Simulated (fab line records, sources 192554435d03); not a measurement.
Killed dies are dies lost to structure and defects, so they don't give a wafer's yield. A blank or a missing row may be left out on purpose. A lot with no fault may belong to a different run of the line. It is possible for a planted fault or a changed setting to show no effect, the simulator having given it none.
Which tool was responsible? ; flow n5-finfet ; 10 lots with 30 wafers sampled at 5 steps, on a route of 1938 steps

## WHAT THE GAUGES SHOWED, per wafer
N5_BEOL_M3_RS_MEAS_58: the measuring method here is four-point-probe. Usual: M3_RS 0.67 ohm/sq, standard deviation 0.042.
lot;measured;on;M3_RS (ohm/sq);flag
L808;day 7 09:37;film-metro-02;0.66 0.64 0.69;
L809;day 7 09:46;film-metro-02;0.72 0.58 0.68;
L814;day 8 23:18;film-metro-01;0.64 0.69 0.71;
L815;day 9 03:40;film-metro-02;0.71 0.69 0.66;
L818;day 9 22:52;film-metro-02;0.74 0.69 0.68;
L820;day 10 12:48;film-metro-01;0.68 0.65 0.70;
L827;day 12 13:26;film-metro-02;0.69 0.68 0.63;
L828;day 13 02:10;film-metro-01;0.70 0.70 0.67;
L831;day 13 11:23;film-metro-02;0.64 0.63 0.65;
L830;day 13 15:41;film-metro-01;0.66 0.75 0.64;

N5_BEOL_M4_RC_MEAS_101. Usual: DIBL_N 37.0 mV/V, standard deviation 2.3; DIBL_P 37.3 mV/V, standard deviation 2.8; IOFF_N 0.17 nA/um, standard deviation 0.046; IOFF_P 0.23 nA/um, standard deviation 0.054; ION_N 675 uA/um, standard deviation 14; ION_P 460 uA/um, standard deviation 9.3; SS_N 71.7 mV/dec, standard deviation 0.73; SS_P 73.6 mV/dec, standard deviation 0.95; VT_N 249 mV, standard deviation 3.9; VT_P -250 mV, standard deviation 3.9.
lot;measured;on;DIBL_N (mV/V);DIBL_P (mV/V);IOFF_N (nA/um);IOFF_P (nA/um);ION_N (uA/um);ION_P (uA/um);SS_N (mV/dec);SS_P (mV/dec);VT_N (mV);VT_P (mV);flag
L808;day 7 23:18;prober-02;40.3 37.1 43.8;40.9 35.4 44.8;0.23 0.15 0.36;0.31 0.21 0.42;680 676 712;471 464 478;72.2 71.3 73.7;74.8 73.7 76.2;243 251 240;-246 -251 -243;
L809;day 8 02:19;prober-02;37.4 36.8 39.6;37.6 37.4 40.9;0.19 0.17 0.25;0.22 0.22 0.29;677 667 688;457 453 457;72.1 71.1 72.2;73.7 75.0 76.1;250 249 245;-249 -251 -248;
L814;day 9 08:11;prober-02;35.3 38.5 39.3;36.6 39.5 40.8;0.15 0.22 0.23;0.19 0.25 0.27;670 703 706;458 474 471;71.4 72.1 72.3;73.1 73.8 74.8;253 245 248;-255 -251 -249;
L815;day 9 17:25;prober-01;38.8 38.9 37.1;39.2 40.6 38.9;0.20 0.21 0.19;0.20 0.22 0.21;683 690 679;455 460 456;72.3 72.4 71.8;74.2 74.7 74.2;248 246 247;-256 -253 -255;
L818;day 10 09:41;prober-01;34.9 34.1 34.6;32.9 32.0 33.9;0.14 0.11 0.12;0.19 0.18 0.20;681 654 669;474 455 466;71.4 71.5 71.9;73.1 72.2 72.5;250 257 254;-248 -250 -250;
L820;day 11 08:12;prober-02;32.2 39.6 37.6;32.4 41.7 38.2;0.11 0.26 0.19;0.18 0.34 0.26;655 701 678;460 478 465;70.1 71.5 72.0;72.2 75.0 73.4;256 240 247;-253 -244 -245;
L827;day 13 00:56;prober-02;36.2 37.1 35.3;33.2 35.2 33.1;0.15 0.17 0.13;0.18 0.21 0.18;670 676 677;456 454 466;71.6 71.7 70.6;72.5 72.8 73.1;253 250 252;-253 -253 -250;
L828;day 13 14:05;prober-01;38.3 36.8 37.2;39.4 38.0 38.0;0.20 0.17 0.18;0.24 0.21 0.22;673 671 666;456 455 455;71.8 72.3 71.8;73.6 72.9 73.7;247 250 248;-251 -252 -250;
L831;day 14 06:08;prober-01;37.3 37.0 33.1;38.5 38.7 34.3;0.16 0.17 0.10;0.18 0.18 0.13;675 675 656;450 449 445;72.0 71.9 70.3;74.2 73.9 72.1;252 251 256;-257 -256 -258;
L830;day 14 07:43;prober-02;37.7 40.0 35.8;38.9 40.9 37.0;0.19 0.24 0.15;0.28 0.30 0.23;670 696 677;460 474 471;72.9 73.1 71.6;73.9 74.6 73.2;249 244 250;-247 -245 -248;

## TOOL THAT RAN EACH LOT (tool first, then ch and the chambers of the sampled wafers, then the start)
lot;N5_BEOL_M3_ANNEAL_93;N5_BEOL_M3_CO_CAP_55;N5_BEOL_M4_PECVD_72
L808;pvd-sputter-01, day 7 08:08;cvd-co-01 ch 0,1,2, day 7 09:28;pecvd-03 ch 0,1,2, day 7 09:49
L809;pvd-sputter-03, day 7 08:22;cvd-co-01 ch 0,1, day 7 09:35;pecvd-04 ch 0,1,2, day 7 09:56
L814;pvd-sputter-02, day 8 21:16;cvd-co-01 ch 0,1,2, day 8 23:07;pecvd-03 ch 0,2, day 8 23:28
L815;pvd-sputter-02, day 9 01:55;cvd-co-01 ch 0,2, day 9 03:28;pecvd-04 ch 0,1, day 9 03:50
L818;pvd-sputter-02, day 9 21:04;cvd-co-01 ch 0,1, day 9 22:41;pecvd-01 ch 0,1,2, day 9 23:02
L820;pvd-sputter-02, day 10 11:23;cvd-co-02 ch 0,1, day 10 12:37;pecvd-04 ch 0,1, day 10 12:59
L827;pvd-sputter-03, day 12 09:09;cvd-co-02 ch 0,1,2, day 12 13:15;pecvd-03 ch 0,1,2, day 12 13:36
L828;pvd-sputter-01, day 12 23:14;cvd-co-02 ch 0,2, day 13 01:58;pecvd-04 ch 0,1,2, day 13 02:20
L831;pvd-sputter-01, day 13 09:37;cvd-co-02 ch 0,1,2, day 13 11:12;pecvd-04 ch 0,2, day 13 11:33
L830;pvd-sputter-02, day 13 14:14;cvd-co-01 ch 1,2, day 13 15:28;pecvd-01 ch 1,2, day 13 15:50
- N5_BEOL_M3_ANNEAL_93: time 240 s.
- N5_BEOL_M3_CO_CAP_55: material Co, precursor CCTBA/H2, target thk 2 nm, time 102.1 s.
- N5_BEOL_M4_PECVD_72: deposits SiO2 from TEOS/O2, target thk 16 nm, time 18 s.

## WHAT THE TOOLS THEMSELVES READ (means of the sampled wafers that have a number; where no wafer has one, the mark that the record gives instead)
N5_BEOL_M3_ANNEAL_93. Usual: 920 W for heater-power-w, sd 88.
lot;tool;heater-power-w (W);flag
L808;pvd-sputter-01;986;
L809;pvd-sputter-03;923;
L814;pvd-sputter-02;821;
L815;pvd-sputter-02;858;
L818;pvd-sputter-02;901;
L820;pvd-sputter-02;958;
L827;pvd-sputter-03;845;
L828;pvd-sputter-01;974;
L831;pvd-sputter-01;949;
L830;pvd-sputter-02;952;

N5_BEOL_M3_CO_CAP_55. Usual: heater-power-w 230 W, standard deviation 31; run-length-s 124.9 s, standard deviation 0.36.
lot;tool;heater-power-w (W);run-length-s (s);flag
L808;cvd-co-01;244;124.7;
L809;cvd-co-01;227;124.9;
L814;cvd-co-01;246;124.7;
L815;cvd-co-01;257;124.7;
L818;cvd-co-01;223;109.4;OFF
L820;cvd-co-02;241;124.8;
L827;cvd-co-02;214;125.0;
L828;cvd-co-02;212;125.2;
L831;cvd-co-02;215;124.7;
L830;cvd-co-01;237;124.8;

N5_BEOL_M4_PECVD_72. Usual: heater-power-w 725 W, standard deviation 70; showerhead-plenum-p-Torr 8.74 Torr, standard deviation 0.051; throttle-valve-pct 22.0 %, standard deviation 1.2.
lot;tool;heater-power-w (W);showerhead-plenum-p-Torr (Torr);throttle-valve-pct (%);flag
L808;pecvd-03;689;8.78;22.6;
L809;pecvd-04;774;8.74;20.9;
L814;pecvd-03;689;8.74;22.7;
L815;pecvd-04;799;8.74;21.5;
L818;pecvd-01;655;8.74;23.6;
L820;pecvd-04;800;8.76;21.4;
L827;pecvd-03;689;8.76;21.9;
L828;pecvd-04;727;8.74;21.2;
L831;pecvd-04;733;8.76;21.0;
L830;pecvd-01;625;8.80;23.7;

## THE ANSWER, worked out from the rows above alone
Rule: a lot counts as off when the mean over its wafers that have a number is more than 3 standard deviations away from the usual mean. A lot without any number at a reading at which 4 lots or more have one is off too. The other lots that the step has rows for count as sound. The gauges are gone through in route order, then the tools' own readings, and for those a lot's mean is taken as printed above. At the first step where some lot is off, the reading lying furthest off is the one used; lots without a number count as furthest.
Off at N5_BEOL_M3_CO_CAP_55 (run-length-s): L818.
A tool fits if, at that step or a process step before it, it ran every lot that is off, and no sound lot after the first of them. Of those tried, none fits.

## WHAT HAD BEEN PUT IN BY THE SIMULATOR
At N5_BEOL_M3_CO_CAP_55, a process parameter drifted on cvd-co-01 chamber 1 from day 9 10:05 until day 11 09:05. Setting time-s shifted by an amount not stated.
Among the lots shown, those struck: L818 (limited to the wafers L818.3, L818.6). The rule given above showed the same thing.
